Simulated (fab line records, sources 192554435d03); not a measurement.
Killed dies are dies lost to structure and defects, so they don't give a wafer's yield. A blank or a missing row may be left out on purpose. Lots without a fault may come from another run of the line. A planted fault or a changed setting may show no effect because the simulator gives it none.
Chamber matching | flow n5_finfet | N5_DUMMY_GATE_TRIM_49 on rie_si-01: 4 sister chambers
The step chemistry O2, time 29 s, target cd 14 nm. 4 wafers are shown with their chamber, then 10 later ones without.

WAFERS WITH THEIR CHAMBER
wafer  | chamber | throttle_valve_pct (%)
L088.5 | 0       | 8.07
L088.6 | 1       | 8.00
L090.2 | 3       | 7.88
L090.3 | 2       | 8.20

WAFERS WITHOUT THEIR CHAMBER
wafer  | throttle_valve_pct (%)
L090.4 | 8.00
L092.1 | 8.01
L092.2 | 8.22
L092.3 | 8.07
L092.4 | 7.87
L092.5 | 8.07
L092.6 | 7.99
L095.1 | 8.19
L095.4 | 8.07
L095.5 | 7.86

WHICH CHAMBER EACH WENT THROUGH
wafer  | from the rows above | in truth
L090.4 | 1                   | 1
L092.1 | 1                   | 1
L092.2 | 2                   | 2
L092.3 | 0                   | 0
L092.4 | 3                   | 3
L092.5 | 0                   | 0
L092.6 | 1                   | 1
L095.1 | 2                   | 2
L095.4 | 0                   | 0
L095.5 | 3                   | 3
Placed correctly: 10 of 10. Can't be placed from these rows: 0. Placed wrongly: 0.
How it was worked out, from the rows above alone: a wafer's distance from a chamber is the root of the sum, over the readings, of the square of ((its reading less the chamber's mean) divided by the reading's scatter). The wafer belongs to the nearest chamber; if the next one is less than 2 further off, it can't be placed. A chamber's mean is the mean of its shown wafers. The scatter: with one shown wafer a chamber, the root of the mean of the squares of how far each hidden wafer lies from its nearest shown one.
